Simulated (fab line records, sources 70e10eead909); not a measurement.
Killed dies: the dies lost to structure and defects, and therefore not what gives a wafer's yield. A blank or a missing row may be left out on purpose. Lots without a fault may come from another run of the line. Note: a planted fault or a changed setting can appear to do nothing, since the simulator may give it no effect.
Which of the tools did it? || flow nand_harc || 6 lots with 17 wafers sampled at 4 steps, on a route of 1302 steps

== WHAT THE GAUGES READ, wafer by wafer ==
NHARC_END_SORT_01.
{"lot": "L891", "measured": "day 30 17:22", "on": "prober-01", "killed_at_other": "0 1 0"}
{"lot": "L893", "measured": "day 31 21:11", "on": "prober-01", "killed_at_other": "0 0 1"}

== WHICH TOOL RAN EACH LOT (tool, then ch and the chambers of the sampled wafers, then the start) ==
{"lot": "L880", "NHARC_A_CONTACT_ETCH_49": "rie_diel-03 ch 0,1,2, day 22 11:52", "NHARC_A_CONTACT_ETCH_113": "har_cap_etch-03 ch 0,1, day 22 14:07", "NHARC_A_CONTACT_ETCH_114": "har_cap_etch-03 ch 0,1, day 22 14:17"}
{"lot": "L882", "NHARC_A_CONTACT_ETCH_49": "rie_diel-03 ch 0,1, day 23 03:35", "NHARC_A_CONTACT_ETCH_113": "har_cap_etch-02 ch 0,1, day 23 05:37", "NHARC_A_CONTACT_ETCH_114": "har_cap_etch-02 ch 0,1, day 23 05:47"}
{"lot": "L890", "NHARC_A_CONTACT_ETCH_49": "rie_diel-03 ch 0,3, day 26 17:45", "NHARC_A_CONTACT_ETCH_113": "har_cap_etch-03 ch 0,1, day 26 19:56", "NHARC_A_CONTACT_ETCH_114": "har_cap_etch-03 ch 0,1, day 26 20:07"}
{"lot": "L891", "NHARC_A_CONTACT_ETCH_49": "rie_diel-01 ch 1,2,3, day 27 15:50", "NHARC_A_CONTACT_ETCH_113": "har_cap_etch-01 ch 0,1, day 27 17:58", "NHARC_A_CONTACT_ETCH_114": "har_cap_etch-01 ch 0,1, day 27 18:09"}
{"lot": "L893", "NHARC_A_CONTACT_ETCH_49": "rie_diel-10 ch 0,1,3, day 28 14:41", "NHARC_A_CONTACT_ETCH_113": "har_cap_etch-02 ch 0, day 28 17:03", "NHARC_A_CONTACT_ETCH_114": "har_cap_etch-02 ch 0, day 28 17:13"}
{"lot": "L898", "NHARC_A_CONTACT_ETCH_49": "rie_diel-03 ch 1,2,3, day 29 14:50", "NHARC_A_CONTACT_ETCH_113": "har_cap_etch-03 ch 0,1, day 29 16:48", "NHARC_A_CONTACT_ETCH_114": "har_cap_etch-03 ch 0,1, day 29 16:58"}
- NHARC_A_CONTACT_ETCH_49: etches the open film in N2/H2, target depth 260 nm, time 475.3 s.
- NHARC_A_CONTACT_ETCH_113: etches the open film in C4F8/O2/Ar, time 190 s, target depth 1850 nm.
- NHARC_A_CONTACT_ETCH_114: etches the open film in C4F8/O2/Ar, time 190 s, target depth 1850 nm.

== THE ANSWER, worked out from the rows above alone ==
Rule: what is usual is taken from the lots themselves. The widest of any qualifying gaps counts: lots, ordered by their means at a reading, are off when they make up no more than a third of the lots, leave a main group of 4 or more, and stand apart from it by 3 or more times the standard deviation of that group's means. A main group whose means are all the same, to the digits that the tables above print for the reading, isn't used. A lot without any number at a reading at which 4 lots or more have one is off too. Where the step has rows for the other lots, those lots are counted as sound.
No lot is off at any reading shown: from this, nothing can be told.

== WHAT HAD BEEN PUT IN BY THE SIMULATOR ==
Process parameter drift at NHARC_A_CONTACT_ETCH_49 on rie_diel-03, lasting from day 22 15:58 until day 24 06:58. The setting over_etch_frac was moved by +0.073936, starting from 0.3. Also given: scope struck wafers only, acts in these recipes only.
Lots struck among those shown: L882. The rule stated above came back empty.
